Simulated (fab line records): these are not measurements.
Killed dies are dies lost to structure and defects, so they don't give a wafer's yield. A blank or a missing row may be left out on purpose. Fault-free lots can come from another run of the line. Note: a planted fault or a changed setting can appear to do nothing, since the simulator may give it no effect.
Which of the tools did it? -- flow n5_finfet -- 9 lots with 27 wafers sampled at 3 steps, on a route of 1938 steps

WHAT THE GAUGES READ, wafer by wafer
N5_BEOL_M4_RC_MEAS_101.
lot,measured,on,VT_N (mV)
L973,day 7 23:52,prober-02,250.6 248.9 250.2
L975,day 8 10:45,prober-01,248.2 248.4 250.2
L977,day 8 18:59,prober-02,250.3 251.9 248.6
L985,day 10 20:49,prober-01,243.3 235.6 245.2
L992,day 12 16:26,prober-01,252.5 247.3 247.6
L993,day 12 20:07,prober-01,249.9 247.2 250.0
L994,day 13 15:49,prober-01,243.9 247.7 251.6
L995,day 13 09:25,prober-01,252.5 249.9 251.6
L996,day 13 20:34,prober-02,248.8 248.2 247.3

EACH LOT AND THE TOOL THAT RAN IT (in order: tool; ch and the chambers of the sampled wafers; start)
lot,N5_DUMMY_GATE_ETCH_32,N5_SPACER0_ALD_00
L973,"rie_si-01 ch 1,2,3, day 2 23:27","ald_sin-03 ch 0,1,3, day 3 00:44"
L975,"rie_si-01 ch 0,2,3, day 3 15:03","ald_sin-03 ch 0,1,3, day 3 15:55"
L977,"rie_si-01 ch 0,2,3, day 4 01:29","ald_sin-04 ch 0,1,3, day 4 02:22"
L985,"rie_si-05 ch 1,2,3, day 6 00:44","ald_sin-03 ch 0,3, day 6 01:42"
L992,"rie_si-05 ch 0,1,2, day 7 17:55","ald_sin-01 ch 0,2,3, day 7 18:35"
L993,"rie_si-05 ch 1,2,3, day 7 22:52","ald_sin-04 ch 0,3, day 7 23:33"
L994,"rie_si-01 ch 1,2, day 8 05:47","ald_sin-01 ch 1,3, day 8 06:55"
L995,"rie_si-05 ch 1,3, day 8 12:12","ald_sin-04 ch 0,1,2, day 8 14:00"
L996,"rie_si-01 ch 1,2, day 8 16:45","ald_sin-01 ch 0,2,3, day 8 17:26"
- N5_DUMMY_GATE_ETCH_32: etches SiO2 in CF4, target depth 3.5 nm, time 3.9 s.
- N5_SPACER0_ALD_00: deposits SiOCN, target thk 3.5 nm, pulse time 3 s, purge time 2 s.

THE ANSWER, worked out from the rows above alone
Rule: the lots themselves supply what counts as usual. The widest of any qualifying gaps counts: lots, ordered by their means at a reading, are off when they make up no more than a third of the lots, leave a main group of 4 or more, and stand apart from it by 3 or more times the standard deviation of that group's means. Not used: any main group whose means are identical at the precision the tables above print for the reading. Also off: a lot with no number at a reading for which 4 or more lots have one. All remaining lots with rows at the step are treated as sound.
Off: L985, at N5_BEOL_M4_RC_MEAS_101 (VT_N). The main group: mean 249.3 mV, standard deviation 1.1.
A tool fits if, at a process step before that reading, it ran every lot that is off, and no sound lot after the first of them. Gauges at N5_BEOL_M4_RC_MEAS_101: tried the same way as those tools. One candidate fits, namely ald_sin-03 at N5_SPACER0_ALD_00. Its last sound lot is L975 (day 3 15:55), its first lot that is off L985 (day 6 01:42): a fault that began between those two fits.

WHAT WAS PUT IN BY THE SIMULATOR
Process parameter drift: ald_sin-03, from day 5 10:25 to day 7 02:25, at N5_SPACER0_ALD_00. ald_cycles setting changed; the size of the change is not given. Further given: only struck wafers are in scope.
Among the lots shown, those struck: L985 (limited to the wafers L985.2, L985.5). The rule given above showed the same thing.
